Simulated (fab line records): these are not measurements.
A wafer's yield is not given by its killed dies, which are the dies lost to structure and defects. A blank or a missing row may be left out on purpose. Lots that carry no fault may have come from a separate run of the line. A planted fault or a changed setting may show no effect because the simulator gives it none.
Split-lot study ; flow n5-finfet ; 21 wafers read from 7 lots, route of 1938 steps

ABOUT THE SPLIT
At N5_BEOL_M7_TRENCH_ETCH_37 (etches SiCOH lowk in C4F6/O2, target depth 93.478 nm, time 31.2 s), the setting time-s was moved away from the recipe's 31.2 s on 5 of the 21 wafers read, by -10.2% to +18.1%. All remaining wafers had this setting at the recipe value.

FROM THE SPLIT TO THE READING: what the file shows between them, 2 steps
- N5_BEOL_M7_ETCH_41: etches SiCN in CH3F/O2, target depth 31.9 nm, time 57.8 s
- N5_BEOL_M7_STRIP_80: strips in N2/H2, time 10 s

THE READING
trench-depth-nm, in nm, at N5_BEOL_M7_OCD_MEAS_38. A value of 93.5 nm with a standard deviation of 1.4 nm is what fault-free wafers of this fab line usually give.

wafer;tool, chamber at the split;time-s as run, s;against the recipe;trench-depth-nm, nm;against lot-mates on the recipe
L078.4;rie-diel-04, 0;31.2;recipe;92.9;-
L078.5;rie-diel-04, 3;31.2;recipe;93.3;-
L078.6;rie-diel-04, 2;31.2;recipe;92.5;-
L082.1;rie-diel-06, 0;31.2;recipe;94.2;-
L082.3;rie-diel-06, 2;29.18;-6.5%;88.9;-3.5
L082.4;rie-diel-06, 3;31.2;recipe;90.7;-
L083.1;rie-diel-04, 3;28.48;-8.7%;86.2;-9.4
L083.4;rie-diel-04, 1;31.2;recipe;95.7;-
L083.5;rie-diel-04, 1;31.2;recipe;95.5;-
L086.2;rie-diel-04, 3;31.2;recipe;93.8;-
L086.5;rie-diel-04, 2;31.2;recipe;92.1;-
L086.6;rie-diel-04, 1;31.2;recipe;94.9;-
L091.4;rie-diel-04, 2;28.01;-10.2%;83.7;-10.9
L091.5;rie-diel-04, 0;31.2;recipe;94.6;-
L091.6;rie-diel-04, 3;28.01;-10.2%;85.2;-9.4
L095.2;rie-diel-04, 3;31.2;recipe;93.6;-
L095.3;rie-diel-04, 0;31.2;recipe;93.0;-
L095.6;rie-diel-04, 2;31.2;recipe;92.6;-
L097.1;rie-diel-06, 2;36.86;+18.1%;111.6;+17.2
L097.2;rie-diel-06, 0;31.2;recipe;94.0;-
L097.6;rie-diel-06, 3;31.2;recipe;94.7;-

THE FIT
A straight line over all 21 wafers: trench-depth-nm changes by +0.933 nm for each +1% of time-s; r = +0.97; the points scatter about the line by 1.3 nm.
The same after taking each lot's own level away (the mean of its wafers on the recipe; 21 wafers): +0.954 nm for each +1%; r = +0.98; scatter 1 nm.
The reading moves by 17 nm for the largest change in time-s, on that fit.
From 92.45 to 95.60 nm: that is the span of the lots' own levels, equal to 2.2 times the standard deviation above.
Consequently the slope shifts little with the lot-to-lot level, the two slopes agreeing.
Check: +17.5 nm against its lot-mates is what the line predicts for one of the wafers moved furthest among these (+18.1%) when that wafer is left out of the fit. It came out at +17.2 nm against them.

ADDITIONAL SPLITS CARRIED BY THESE WAFERS
Other splits were also applied to these wafers ahead of the reading. Each is held against what the fit with the lots' levels taken away leaves over:
other split on the same wafers;wafers away from the commonest value;r with trench-depth-nm (lot level and that fit taken away)
N5_BEOL_M3_ILD_DEP_00 time-s;7;+0.17
N5_BEOL_M3_ETCH_70 bias-w;4;+0.24
N5_BEOL_M6_EXPOSE_08 dose-mj;4;+0.00
N5_BEOL_M7_DESCUM_33 time-s;2;+0.06
N5_BEOL_M7_VIA_ETCH_34 source-w;6;+0.00

THE WHOLE CHAIN: every reading that the file lists as answering this split, in the file's order
step;what it does;reading;change (the file's fit);r (the file's)
N5_BEOL_M7_TRENCH_ETCH_37;etches SiCOH lowk in C4F6/O2, target depth 93.478 nm, time 31.2 s;BEOL_M7.feature-depth-nm (the simulator's own value, which no gauge read);+0.95 nm for each +1% of the setting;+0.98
N5_BEOL_M7_TRENCH_ETCH_37;etches SiCOH lowk in C4F6/O2, target depth 93.478 nm, time 31.2 s;etch.depth-nm (the simulator's own value, which no gauge read);+0.944 nm for each +1% of the setting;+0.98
N5_BEOL_M7_OCD_MEAS_38;;trench-depth-nm;+0.944 nm for each +1% of the setting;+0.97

THE FILE'S OWN FIT
trench-depth-nm changes by +0.944 nm for each +1% of time-s, r = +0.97.
